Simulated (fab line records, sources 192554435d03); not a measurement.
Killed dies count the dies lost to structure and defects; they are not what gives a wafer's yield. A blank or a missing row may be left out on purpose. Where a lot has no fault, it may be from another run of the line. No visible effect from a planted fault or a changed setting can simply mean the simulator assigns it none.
Split-lot trial | flow n5_finfet | on a route of 1938 steps: 7 lots, 21 wafers read

THE SPLIT ITSELF
At N5_BEOL_M13_SPUTTER_44 (material Ta, target thk 10 nm, time 16.13 s), the setting power_w was moved away from the recipe's 15000 W on 4 of the 21 wafers read, by -8.8% to +15.9%. This setting was run at the recipe's value on the other wafers.

The split's own step is where the reading is taken.

THE READING
Ta_of_BEOL_M13_SPUTTER_44.thk_nm (the simulator's own value, which no gauge read), in nm, at N5_BEOL_M13_SPUTTER_44 (material Ta, target thk 10 nm, time 16.13 s). The file gives no usual value for it. Here, 17 wafers ran the recipe; their average is 10.0 nm with a standard deviation of 0.1 nm.

wafer  | tool, chamber at the split | power_w as run, W | against the recipe | Ta_of_BEOL_M13_SPUTTER_44.thk_nm, nm | against lot-mates on the recipe
L074.2 | pvd_sputter-03, -          | 13680             | -8.8%              | 9.2                                  | -1.0
L074.3 | pvd_sputter-03, -          | 13680             | -8.8%              | 9.2                                  | -1.0
L074.4 | pvd_sputter-03, -          | 15000             | recipe             | 10.2                                 | -
L076.1 | pvd_sputter-01, -          | 15000             | recipe             | 10                                   | -
L076.6 | pvd_sputter-01, -          | 15000             | recipe             | 10                                   | -
L076.3 | pvd_sputter-01, -          | 15000             | recipe             | 9.8                                  | -
L082.1 | pvd_sputter-03, -          | 15890             | +5.9%              | 10.6                                 | +0.6
L082.4 | pvd_sputter-03, -          | 15000             | recipe             | 10                                   | -
L082.5 | pvd_sputter-03, -          | 15000             | recipe             | 10                                   | -
L086.2 | pvd_sputter-01, -          | 15000             | recipe             | 10.2                                 | -
L086.5 | pvd_sputter-01, -          | 15000             | recipe             | 10.2                                 | -
L086.6 | pvd_sputter-01, -          | 17380             | +15.9%             | 12                                   | +1.8
L095.2 | pvd_sputter-01, -          | 15000             | recipe             | 10                                   | -
L095.4 | pvd_sputter-01, -          | 15000             | recipe             | 10                                   | -
L095.5 | pvd_sputter-01, -          | 15000             | recipe             | 10.2                                 | -
L094.2 | pvd_sputter-02, -          | 15000             | recipe             | 10                                   | -
L094.3 | pvd_sputter-02, -          | 15000             | recipe             | 10                                   | -
L094.4 | pvd_sputter-02, -          | 15000             | recipe             | 10                                   | -
L097.1 | pvd_sputter-03, -          | 15000             | recipe             | 10                                   | -
L097.3 | pvd_sputter-03, -          | 15000             | recipe             | 10                                   | -
L097.6 | pvd_sputter-03, -          | 15000             | recipe             | 10                                   | -

FIT RESULTS
A straight line over all 21 wafers: Ta_of_BEOL_M13_SPUTTER_44.thk_nm changes by +0.111 nm for each +1% of power_w; r = +0.98; the points scatter about the line by 0.12 nm.
The same after taking each lot's own level away (the mean of its wafers on the recipe; 21 wafers): +0.113 nm for each +1%; r = +0.99; scatter 0.055 nm.
According to that fit, moving power_w by its largest amount changes the reading by 1.8 nm.
The lots' own levels span 9.93 to 10.20 nm, that is 2.6 times the standard deviation above.
So the lot-to-lot level changes the slope little: the two slopes agree.
Check: with one of the wafers moved furthest among these (+15.9%) left out of the fit, the line predicts +1.76 nm for it against its lot-mates. It came out at +1.8 nm against them.

OTHER SPLITS ON THESE WAFERS
Before the reading, these wafers also passed through other splits. Each is held against what the fit with the lots' levels taken away leaves over:
other split on the same wafers    | wafers away from the commonest value | r with Ta_of_BEOL_M13_SPUTTER_44.thk_nm (lot level and that fit taken away)
N5_BEOL_M11_ILD_DEP_00 time_s     | 4                                    | +0.32
N5_BEOL_M12_COAT_04 spin_rpm      | 6                                    | +0.02
N5_BEOL_M12_ETCH_59 h2_flow_sccm  | 9                                    | -0.18
N5_BEOL_M12_CMP_49 down_force_psi | 9                                    | -0.15
N5_BEOL_M13_COAT_58 spin_rpm      | 2                                    | -0.23

FILE'S OWN FIT
Ta_of_BEOL_M13_SPUTTER_44.thk_nm changes by +0.112 nm for each +1% of power_w, r = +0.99.
